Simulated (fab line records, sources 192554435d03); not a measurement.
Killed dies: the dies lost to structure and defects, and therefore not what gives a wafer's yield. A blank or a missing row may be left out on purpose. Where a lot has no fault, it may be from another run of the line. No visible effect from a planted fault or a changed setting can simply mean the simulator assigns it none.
The tool behind it: which one? | flow n5_finfet | 12 lots with 36 wafers sampled at 3 steps, on a route of 1938 steps

== WHAT EACH GAUGE READ, for each wafer ==
N5_BEOL_M14_CD_MEAS_10: the cd target is 250 nm.
lot  | measured     | on        | cd_nm (nm)
L075 | day 12 03:22 | cd_sem-03 | 252.3 250.9 248.9
L079 | day 12 11:12 | cd_sem-01 | 249.4 247.6 250.3
L078 | day 12 16:32 | cd_sem-02 | 252.5 250.9 251.2
L081 | day 13 07:53 | cd_sem-01 | 249.0 252.6 251.2
L083 | day 13 22:21 | cd_sem-01 | 251.0 255.2 251.5
L088 | day 14 15:05 | cd_sem-02 | 245.4 245.8 247.2
L086 | day 14 19:59 | cd_sem-01 | 254.5 254.8 253.3
L087 | day 15 11:05 | cd_sem-02 | 247.0 245.2 248.9
L091 | day 16 02:31 | cd_sem-02 | 247.7 250.9 250.0
L094 | day 16 12:55 | cd_sem-03 | 245.6 246.6 248.1
L096 | day 16 15:58 | cd_sem-03 | 254.3 253.0 248.0
L097 | day 17 18:40 | cd_sem-01 | 248.0 248.8 246.6

== WHICH TOOL RAN EACH LOT (tool, then ch and the chambers of the sampled wafers, then the start) ==
lot  | N5_BEOL_M13_VIA_ETCH_16            | N5_BEOL_M13_ETCH_38
L075 | rie_diel-03 ch 0,3, day 11 22:01   | rie_diel-01 ch 0,1, day 11 23:41
L079 | rie_diel-03 ch 0,1,2, day 12 06:18 | rie_diel-01 ch 0,2,3, day 12 08:27
L078 | rie_diel-01 ch 0,3, day 12 11:41   | rie_diel-02 ch 0,1,2, day 12 14:14
L081 | rie_diel-02 ch 0,1, day 13 02:54   | rie_diel-01 ch 0,1,3, day 13 05:17
L083 | rie_diel-01 ch 0,2,3, day 13 18:06 | rie_diel-02 ch 0,2,3, day 13 19:57
L088 | rie_diel-02 ch 0,1, day 14 09:56   | rie_diel-03 ch 1,3, day 14 12:32
L086 | rie_diel-03 ch 0,1,3, day 14 11:00 | rie_diel-03 ch 0,2,3, day 14 17:39
L087 | rie_diel-01 ch 1,2,3, day 15 07:08 | rie_diel-03 ch 1,2,3, day 15 08:57
L091 | rie_diel-01 ch 0,2, day 15 19:20   | rie_diel-03 ch 1,3, day 16 00:17
L094 | rie_diel-01 ch 0,1,3, day 16 07:35 | rie_diel-01 ch 0,3, day 16 10:38
L096 | rie_diel-01 ch 0,1,3, day 16 11:16 | rie_diel-02 ch 1,3, day 16 13:30
L097 | rie_diel-02 ch 0,1,3, day 17 13:39 | rie_diel-02 ch 0,1, day 17 16:05
- N5_BEOL_M13_VIA_ETCH_16: etches SiOC in C4F8/O2/Ar, target depth 921.7 nm.
- N5_BEOL_M13_ETCH_38: etches SiCN in CF4/N2, target depth 67.5 nm, time 71.9 s.

== THE ANSWER, worked out from the rows above alone ==
Rule: the lots themselves supply what counts as usual. The widest of any qualifying gaps counts: lots, ordered by their means at a reading, are off when they make up no more than a third of the lots, leave a main group of 4 or more, and stand apart from it by 3 or more times the standard deviation of that group's means. A main group whose means are all the same, to the digits that the tables above print for the reading, isn't used. A lot without any number at a reading at which 4 lots or more have one is off too. Any other lot the step has rows for is counted as sound.
No lot is off at any reading shown: from this, nothing can be told.

== WHAT THE SIMULATOR HAD INSERTED ==
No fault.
